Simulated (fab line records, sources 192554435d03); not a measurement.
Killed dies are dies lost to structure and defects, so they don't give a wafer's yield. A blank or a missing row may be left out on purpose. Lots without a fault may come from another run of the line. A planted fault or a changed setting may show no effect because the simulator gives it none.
Which tool did it? | flow n5_finfet | 12 lots, 36 wafers sampled, at 5 steps of a route of 1938

WHAT THE GAUGES READ, wafer by wafer
N5_BEOL_M13_INSPECT_55: inspects for defects (darkfield).
lot  | measured     | on                | raw_defect_count
L074 | day 11 12:10 | defect_inspect-02 | 104 95 51
L077 | day 12 05:23 | defect_inspect-01 | 70 66 46
L079 | day 12 15:40 | defect_inspect-02 | 50 92 49
L081 | day 13 05:55 | defect_inspect-02 | 59 44 37
L082 | day 13 11:57 | defect_inspect-02 | 72 72 62
L085 | day 14 18:55 | defect_inspect-01 | 40 66 73
L088 | day 14 19:44 | defect_inspect-01 | 61 52 53
L087 | day 14 22:28 | defect_inspect-01 | 54 66 70
L089 | day 15 08:01 | defect_inspect-01 | 82 60 55
L092 | day 16 06:12 | defect_inspect-02 | 151 60 65
L095 | day 16 09:22 | defect_inspect-01 | 60 38 92
L096 | day 16 22:14 | defect_inspect-01 | 33 55 40

WHICH TOOL RAN EACH LOT (tool, then ch and the chambers of the sampled wafers, then the start)
lot  | N5_BEOL_M12_ETCH_38                | N5_BEOL_M12_DEP_53              | N5_BEOL_M13_DESCUM_15              | N5_BEOL_M13_SPUTTER_45
L074 | rie_diel-06 ch 0,2, day 11 05:40   | pecvd-03 ch 0,1, day 11 07:26   | rie_diel-04 ch 1,2,3, day 11 08:17 | pvd_sputter-02, day 11 10:55
L077 | rie_diel-06 ch 0,1,2, day 11 19:49 | pecvd-01 ch 0,1,2, day 11 21:18 | rie_diel-04 ch 0,1,3, day 11 21:58 | pvd_sputter-03, day 12 04:22
L079 | rie_diel-02 ch 0,3, day 12 07:42   | pecvd-03 ch 0,1, day 12 11:16   | rie_diel-01 ch 0,1, day 12 12:18   | pvd_sputter-03, day 12 14:29
L081 | rie_diel-03 ch 0,1, day 12 20:22   | pecvd-01 ch 0,2, day 12 22:25   | rie_diel-01 ch 1,2,3, day 12 23:29 | pvd_sputter-03, day 13 04:53
L082 | rie_diel-06 ch 1,3, day 13 05:11   | pecvd-04 ch 0,1, day 13 06:51   | rie_diel-04 ch 0,1, day 13 07:38   | pvd_sputter-01, day 13 10:54
L085 | rie_diel-02 ch 0,2,3, day 14 09:19 | pecvd-01 ch 0,1,2, day 14 11:02 | rie_diel-05 ch 0,1,2, day 14 11:46 | pvd_sputter-01, day 14 17:39
L088 | rie_diel-02 ch 0,2,3, day 14 09:32 | pecvd-03 ch 1,2, day 14 11:55   | rie_diel-01 ch 0,1,2, day 14 12:43 | pvd_sputter-01, day 14 18:03
L087 | rie_diel-03 ch 0,2,3, day 14 17:10 | pecvd-03 ch 1,2, day 14 18:34   | rie_diel-04 ch 1,2, day 14 19:14   | pvd_sputter-01, day 14 21:27
L089 | rie_diel-03 ch 0,2, day 14 23:02   | pecvd-04 ch 1,2, day 15 01:16   | rie_diel-05 ch 0,3, day 15 02:33   | pvd_sputter-02, day 15 06:51
L092 | rie_diel-03 ch 0,1,3, day 16 00:10 | pecvd-01 ch 0,1,2, day 16 01:46 | rie_diel-05 ch 1,2,3, day 16 02:34 | pvd_sputter-03, day 16 04:55
L095 | rie_diel-02 ch 0,3, day 16 01:04   | pecvd-03 ch 1,2, day 16 02:41   | rie_diel-01 ch 0,1, day 16 03:23   | pvd_sputter-03, day 16 08:20
L096 | rie_diel-02 ch 0,1,3, day 16 14:28 | pecvd-01 ch 0,1,2, day 16 16:34 | rie_diel-01 ch 0,2,3, day 16 17:25 | pvd_sputter-03, day 16 21:04
- N5_BEOL_M12_ETCH_38: etches SiCN in CF4/N2, target depth 68.7 nm, time 73.4 s.
- N5_BEOL_M12_DEP_53: deposits SiCN from 3MS/NH3, target thk 30 nm, time 10.5 s.
- N5_BEOL_M13_DESCUM_15: chemistry O2, time 7.9 s.
- N5_BEOL_M13_SPUTTER_45: material Cu, target thk 80 nm, time 13.33 s.

THE ANSWER, worked out from the rows above alone
Rule: what is usual is taken from the lots themselves. Put in order of their means at a reading, lots are off if they are a third of the lots or fewer, leave a main group of 4 or more, and stand apart from it by a gap of 3 or more times the standard deviation of the main group's means; of several such gaps the widest counts. A main group whose means are all the same, to the digits that the tables above print for the reading, isn't used. A lot without any number at a reading at which 4 lots or more have one is off too. The other lots that the step has rows for count as sound.
No lot is off at any reading shown: from this, nothing can be told.

WHAT THE SIMULATOR HAD PUT IN
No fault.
